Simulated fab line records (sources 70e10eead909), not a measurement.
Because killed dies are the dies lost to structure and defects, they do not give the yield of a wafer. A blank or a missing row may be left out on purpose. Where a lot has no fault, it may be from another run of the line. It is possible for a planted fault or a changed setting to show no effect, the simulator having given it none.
fab line records	flow nandHarc
[record] lots = 12	wafers = 35	lastDay = 24
route steps=1159 shown P_STI@89 P_GATE@145 P_CONTACT@218
lots untouched by any fault: they come from a run of this same line in which no faults occurred
startH: hours from the record's first day to the start of the lot's first wafer shown	waitH: how many hours have passed since the lot's step before this one	" repeats the value in the row above	L1.1+2: a single row standing in for several wafers	- value missing, or start not given	* or withheld: withheld	< > ~ a bound
route shown NAME@n: a module of which the file shows steps, and the number in the route of the first	usual: mean/standard deviation taken from wafers without a fault	same: alike in all rows	chamber/n: place in a boat	sites: each site's reading	_std_site: the standard deviation of these	_edge_site: the outer-site mean with the inner-site mean subtracted	radiusMm: for every site, how far away it sits from the centre of the wafer	mask NAME#n: copy n	behind: the last tool/chamber to shape the wafer	hold: the reason the lot was held/the length of the hold in hours/how it ended	device: whichever transistor did not switch (one of n, p or np)	end of line: the tests these same wafers got at the end of their route	step lacking rows: just its recipe	killed: the dies lost at the first sort to structure and to defects; this is not the yield of the wafer	map: a wafer's dies, marking killed ones x, the rest . and places with no die _
set.NAME: the setting the step ran with; set.NAME@STEP: the setting that earlier step ran with	model.NAME: the simulator's own value behind a step, which no gauge read
the route's steps for a sample of lots (tables are steps, rows are wafers)
services: from which hour (startH, from the record's first day; less than 0 if before it) a tool's chamber was out of use, for how many hours, and why
[[steps]]
[step NHARC_P_STI_ETCH_31]
[recipe] targetDepthA = 1089	timeS = 54.5	cf4FlowSccm = 100	chf3FlowSccm = 30	arFlowSccm = 0	rfW = 500	biasW = 200	chemistry = CF4/CHF3
[usual] chf3FlowSccm = 30.01/0.086	drypumpMotorCurrentA = 5.7/0.43	oesProductAu = 0.959/0.019	rfVppV = 370.5/2.4	showerheadPlenumPTorr = 1.57/0.064	throttleValvePct = 16.802/0.0098
lot.wafer	tool	chamber	startH	waitH	chf3FlowSccm	drypumpMotorCurrentA	oesProductAu	rfHoursCounterH	rfVppV	showerheadPlenumPTorr	throttleValvePct
L318.1	rieDiel-04	0	-	-	29.95	6.3	0.962	3.4	369.3	1.51	16.792
L318.4	"	1	"	"	30.07	5.6	0.966	3.5	370.0	1.57	16.803
L318.6	"	1	"	"	30.17	5.6	0.964	-	370.3	1.57	16.811
L319.4	rieDiel-04	1	-	-	29.98	5.6	0.945	3.9	371.1	1.57	16.798
L319.1	"	0	"	"	30.15	6.3	0.960	3.8	368.0	1.51	16.813
L319.6	"	2	"	"	29.98	5.4	0.974	-	368.9	1.47	16.804
L320.4	rieDiel-13	3	-	-	30.13	5.1	0.938	3.6	371.6	1.59	16.805
L320.6	"	3	"	"	30.04	5.1	0.955	-	370.7	1.59	16.813
L320.5	"	0	"	"	30.09	5.8	0.980	-	373.3	1.62	16.806
L321.2	rieDiel-04	0	-	-	30.10	6.3	0.968	4.4	367.8	1.51	16.802
L321.4	"	0	"	"	30.16	6.3	0.959	-	367.2	1.51	16.788
L321.6	"	1	"	"	29.91	5.6	0.950	-	371.2	1.57	16.798
L322.4	rieDiel-13	0	-	-	30.01	5.8	0.968	3.4	373.3	1.62	16.802
L322.3	"	1	"	"	30.11	5.2	0.945	3.0	367.5	1.53	16.801
L322.5	"	2	"	"	29.88	5.3	0.964	-	374.7	1.68	16.823
L329.2	rieDiel-13	0	-	-	30.01	5.8	0.914	0.0	371.9	1.62	16.809
L329.6	"	0	"	"	29.91	5.8	0.910	-	373.2	1.62	16.784
L332.1	rieDiel-04	0	-	-	29.93	6.3	0.966	0.6	369.4	1.51	16.789
L332.5	"	0	"	"	30.16	6.3	0.964	-	369.3	1.51	16.806
L332.4	"	1	"	"	29.95	5.6	0.954	-	369.9	1.57	16.796
L334.4	rieDiel-04	3	-	-	29.86	6.0	0.985	0.8	368.0	1.53	16.799
L334.3	"	1	"	"	29.82	5.6	0.972	0.9	371.5	1.57	16.813
L334.5	"	3	"	"	29.98	6.0	0.969	-	368.9	1.53	16.799
L336.3	rieDiel-13	0	-	-	30.11	5.9	0.964	1.2	372.1	1.62	16.788
L336.6	"	1	"	"	29.86	5.2	0.949	-	368.4	1.53	16.813
L336.5	"	2	"	"	29.91	5.3	0.952	-	374.5	1.68	16.802
L335.4	rieDiel-08	2	-	-	29.94	6.2	0.964	1.5	367.8	1.48	16.804
L335.3	"	0	"	"	29.92	5.8	0.992	1.9	373.3	1.65	16.795
L335.6	"	2	"	"	29.84	6.2	0.963	-	367.4	1.48	16.813
L338.4	rieDiel-13	2	-	-	30.05	5.3	0.919	1.3	374.2	1.68	16.805
L338.3	"	3	"	"	30.00	5.1	0.919	1.4	371.4	1.58	16.810
L338.6	"	3	"	"	29.85	5.1	0.933	-	372.2	1.58	16.793
L340.3	rieDiel-08	1	-	-	30.00	5.3	0.975	3.6	368.4	1.51	16.801
L340.5	"	2	"	"	30.05	6.2	0.972	-	368.9	1.48	16.801
L340.6	"	3	"	"	29.95	6.4	0.971	-	372.0	1.60	16.804
[step NHARC_P_GATE_ETCH_104]
[recipe] targetDepthA = 600	timeS = withheld	cf4FlowSccm = 100	chf3FlowSccm = 30	arFlowSccm = 0	rfW = 500	biasW = 200	chemistry = CF4/CHF3
[usual] drypumpMotorCurrentA = 5.6/0.41	oesProductAu = 0.949/0.02	rfVppV = 371.6/2.1	showerheadPlenumPTorr = 1.60/0.059	throttleValvePct = 16.801/0.0097
lot.wafer	tool	chamber	startH	waitH	drypumpMotorCurrentA	oesProductAu	rfVppV	showerheadPlenumPTorr	throttleValvePct
L318.4	rieDiel-11	3	89.55	0.1	5.6	0.928	373.9	1.68	16.822
L318.1	"	0	"	"	5.1	0.932	368.5	1.50	16.798
L318.6	"	2	"	"	5.4	0.926	372.0	1.65	16.803
L321.4	rieDiel-06	0	107.75	0.1	5.6	0.955	366.6	1.48	16.801
L321.2	"	2	"	"	5.0	0.938	372.1	1.63	16.777
L321.6	"	0	"	"	5.6	0.959	367.5	1.49	16.795
L320.4	rieDiel-06	0	108.22	0.3	5.6	0.926	368.9	1.48	16.808
L320.5	"	1	"	"	6.0	0.929	369.8	1.54	16.806
L320.6	"	2	"	"	5.0	0.942	371.7	1.63	16.796
L319.1	rieDiel-11	1	108.52	0.2	5.7	0.959	373.5	1.64	16.801
L319.4	"	2	"	"	5.4	0.966	372.6	1.64	16.792
L319.6	"	0	"	"	5.1	0.951	368.5	1.50	16.810
L322.3	rieDiel-11	0	120.09	0.1	5.1	0.965	368.9	1.49	16.801
L322.4	"	2	"	"	5.4	0.952	374.2	1.64	16.796
L322.5	"	0	"	"	5.1	0.966	368.4	1.49	16.810
L329.2	rieDiel-11	3	165.83	0.1	5.6	0.928	374.3	1.68	16.783
L329.6	"	1	"	"	5.7	0.665	373.4	1.64	16.789
L332.1	rieDiel-11	2	185.29	0.1	5.4	0.672	372.9	1.64	16.795
L332.4	"	3	"	"	5.6	0.957	375.2	1.68	16.792
L332.5	"	3	"	"	5.6	0.957	374.5	1.68	16.791
L334.4	rieDiel-09	3	192.64	0.1	6.3	0.962	372.0	1.61	16.787
L334.3	"	0	"	"	4.8	0.951	371.1	1.57	16.806
L334.5	"	2	"	"	6.2	0.976	373.2	1.61	16.811
L336.3	rieDiel-09	2	197.62	0.1	6.2	0.979	372.6	1.61	16.800
L336.6	"	0	"	"	4.8	0.968	370.7	1.57	16.802
L336.5	"	1	"	"	5.8	0.977	371.5	1.61	16.826
L335.4	rieDiel-09	1	197.82	0.1	5.8	0.965	372.9	1.61	16.799
L335.3	"	2	"	"	6.2	0.951	372.0	1.61	16.807
L335.6	"	1	"	"	5.7	0.967	372.3	1.61	16.787
L338.3	rieDiel-06	0	212.81	0.1	5.6	0.934	369.4	1.48	16.789
L338.4	"	2	"	"	5.0	0.941	373.1	1.62	16.812
L338.6	"	0	"	"	5.6	0.925	368.2	1.48	16.802
L340.3	rieDiel-09	1	227.93	0.1	5.8	0.965	372.1	1.60	16.792
L340.5	"	0	"	"	4.8	0.968	370.1	1.57	16.822
L340.6	"	1	"	"	5.7	0.964	371.9	1.60	16.806
[step NHARC_P_CONTACT_DEP_00]
[recipe] targetThkA = 5000	tempC = 400	pressureTorr = 6.5	rfW = 900	teosFlowSccm = 161.4	flowSccm = 2650	targetThkNm = 500	gas = O2	material = SiO2
[usual] heaterPowerOuterW = 317/68	heaterPowerW = 602/88	throttleValvePct = 16.0/0.76
lot.wafer	tool	chamber	startH	waitH	heaterPowerOuterW	heaterPowerW	throttleValvePct
L318.1	pecvd-01	2	-	-	340	663	15.3
L318.6	"	1	"	"	294	568	16.2
L318.4	"	2	"	"	354	675	15.3
L320.4	pecvd-01	1	-	-	337	631	16.1
L320.5	"	2	"	"	338	664	15.4
L320.6	"	0	"	"	291	547	14.6
L321.2	pecvd-03	1	-	-	382	725	15.6
L321.6	"	0	"	"	337	639	17.3
L321.4	"	2	"	"	348	627	16.2
L319.1	pecvd-01	0	-	-	357	629	14.7
L319.6	"	2	"	"	258	568	15.4
L319.4	"	1	"	"	235	492	16.1
L322.3	pecvd-03	0	-	-	314	607	17.3
L322.4	"	1	"	"	370	712	15.5
L322.5	"	0	"	"	326	619	17.2
L329.2	pecvd-03	1	-	-	314	629	15.3
L329.6	"	1	"	"	342	680	15.4
L332.1	pecvd-01	2	-	-	343	685	15.4
L332.4	"	0	"	"	322	586	14.5
L332.5	"	1	"	"	328	634	16.4
L334.3	pecvd-04	1	-	-	263	524	15.9
L334.4	"	0	"	"	248	533	15.8
L334.5	"	1	"	"	276	529	16.0
L336.3	pecvd-03	2	-	-	485	785	16.2
L336.5	"	0	"	"	352	653	17.2
L336.6	"	1	"	"	255	559	15.7
L335.3	pecvd-01	1	-	-	334	629	16.4
L335.4	"	2	"	"	279	594	15.7
L335.6	"	1	"	"	237	488	16.6
L338.3	pecvd-03	2	-	-	449	743	16.3
L338.4	"	2	"	"	466	777	16.0
L338.6	"	0	"	"	330	615	17.1
L340.3	pecvd-03	1	-	-	306	641	15.6
L340.6	"	0	"	"	335	641	17.2
L340.5	"	1	"	"	336	673	15.8
[step NHARC_P_CONTACT_ETCH_31]
[recipe] targetDepthA = 300	timeS = 85.7	ionEnergyEv = 120	overEtchFrac = 1	ch3fFlowSccm = 50	o2FlowSccm = 30	arFlowSccm = 200	rfW = 500	biasW = 100	chemistry = CH3F/O2
[usual] drypumpMotorCurrentA = 5.8/0.59	oesProductAu = 0.980/0.014	rfVppV = 244.0/1.7	showerheadPlenumPTorr = 2.43/0.11	throttleValvePct = 20.663/0.0098
lot.wafer	tool	chamber	startH	waitH	drypumpMotorCurrentA	oesProductAu	rfHoursCounterH	rfVppV	showerheadPlenumPTorr	throttleValvePct
L318.1	rieDiel-12	2	-	-	4.8	0.973	9	244.3	2.57	20.669
L318.4	"	3	"	"	5.4	0.963	8	242.2	2.32	20.660
L318.6	"	2	"	"	4.8	0.962	-	245.0	2.57	20.670
L320.4	rieDiel-12	2	-	-	4.8	0.991	12	246.2	2.57	20.659
L320.5	"	0	"	"	6.7	0.977	-	241.5	2.33	20.651
L320.6	"	1	"	"	6.4	0.992	-	244.5	2.40	20.651
L321.4	rieDiel-02	3	-	-	5.7	0.949	13	245.6	2.57	20.639
L321.2	"	0	"	"	5.7	0.966	14	242.2	2.31	20.669
L321.6	"	3	"	"	5.7	0.937	-	245.7	2.57	20.650
L319.4	rieDiel-12	0	-	-	6.7	0.959	11	243.0	2.33	20.681
L319.1	"	1	"	"	6.4	0.980	9	242.9	2.40	20.672
L319.6	"	0	"	"	6.7	0.962	-	241.8	2.33	20.670
L322.4	rieDiel-02	0	-	-	5.7	0.978	15	242.1	2.31	20.660
L322.3	"	2	"	"	5.8	0.979	15	242.9	2.48	20.662
L322.5	"	3	"	"	5.7	0.976	-	245.0	2.57	20.659
L329.2	rieDiel-12	1	-	-	6.4	0.999	15	244.2	2.40	20.655
L329.6	"	1	"	"	6.4	0.996	-	245.1	2.40	20.670
L332.1	rieDiel-07	3	-	-	6.4	0.979	54	244.1	2.52	20.653
L332.4	"	0	"	"	6.6	0.986	50	241.5	2.37	20.649
L332.5	"	0	"	"	6.6	0.974	-	242.4	2.37	20.672
L334.4	rieDiel-02	3	-	-	5.7	0.989	5	246.3	2.57	20.666
L334.3	"	0	"	"	5.7	0.988	5	242.0	2.30	20.666
L334.5	"	3	"	"	5.7	0.989	-	245.4	2.57	20.667
L336.3	rieDiel-12	0	-	-	6.7	0.984	0	242.9	2.33	20.650
L336.6	"	0	"	"	6.7	0.987	-	242.0	2.33	20.650
L336.5	"	1	"	"	6.4	1.019	-	242.6	2.40	20.666
L335.3	rieDiel-02	0	-	-	5.6	0.985	5	245.1	2.31	20.653
L335.4	"	3	"	"	5.7	0.991	6	246.4	2.57	20.651
L335.6	"	0	"	"	5.7	0.986	-	241.6	2.31	20.682
L338.3	rieDiel-02	0	-	-	5.7	0.970	7	240.7	2.30	20.653
L338.4	"	1	"	"	5.9	0.951	7	245.8	2.56	20.651
L338.6	"	3	"	"	5.7	0.969	-	246.4	2.57	20.662
L340.3	rieDiel-12	1	-	-	6.4	1.018	4	244.7	2.40	20.648
L340.6	"	2	"	"	4.8	0.979	-	246.8	2.57	20.664
L340.5	"	3	"	"	5.4	0.977	-	241.8	2.31	20.664
[[services]]
tool	chamber	startH	hours	kind
rieDiel-12	-	25.40	9.0	pm
pecvd-01	2	31.62	2.7	repair
pecvd-01	2	40.62	10.9	repair
rieDiel-12	1	45.75	19.2	repair
rieDiel-04	3	53.44	14.2	repair
pecvd-01	-	56.47	13.0	pm
rieDiel-04	1	61.03	31.2	repair
rieDiel-02	0	61.78	1.7	repair
rieDiel-04	0	70.60	2.4	repair
pecvd-03	-	111.02	13.0	pm
rieDiel-04	-	111.92	9.0	pm
rieDiel-04	2	126.74	3.8	repair
rieDiel-12	2	148.79	1.5	repair
rieDiel-02	-	150.70	9.0	pm
pecvd-01	0	176.50	5.0	repair
pecvd-01	-	179.90	1.5	repair
rieDiel-12	3	184.69	3.1	repair
pecvd-03	0	199.42	6.3	repair
rieDiel-12	-	202.40	9.0	pm
rieDiel-02	-	215.47	0.5	repair
rieDiel-04	-	222.09	0.6	repair
pecvd-01	-	237.47	13.0	pm
rieDiel-02	2	245.83	1.2	repair
rieDiel-02	1	248.31	1.5	repair
[[key]]
[firstSign] step = NHARC_P_GATE_ETCH_104	reading = oesProductAu	direction = down	sigmas = 14	usual = 0.949	struck = 0.669
effect none on later readings
metAt NHARC_P_GATE_ETCH_104
struckLots L329,L332
struckWafers L329.6,L332.1
testerLeftOut L329,L332
notActingAt NHARC_P_STI_ETCH_31,NHARC_P_CONTACT_DEP_00,NHARC_P_CONTACT_ETCH_31
onsetBetween 120.09 165.83
[fault] kind = processParameterDrift	tool = rieDiel-11	chamber = -	onsetH = 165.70	steps = NHARC_P_GATE_ETCH_104	channel = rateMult	offset = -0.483	shape = step	endH = 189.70	scope = struckWafersOnly
// testerLeftOut: of these lots the tester's yield and bins aren't shown, on N5 and GAA mostly nor the transistor test; their killed dies are dies lost to structure and defects alone, not to doping, threshold or leakage, so they don't give the yield
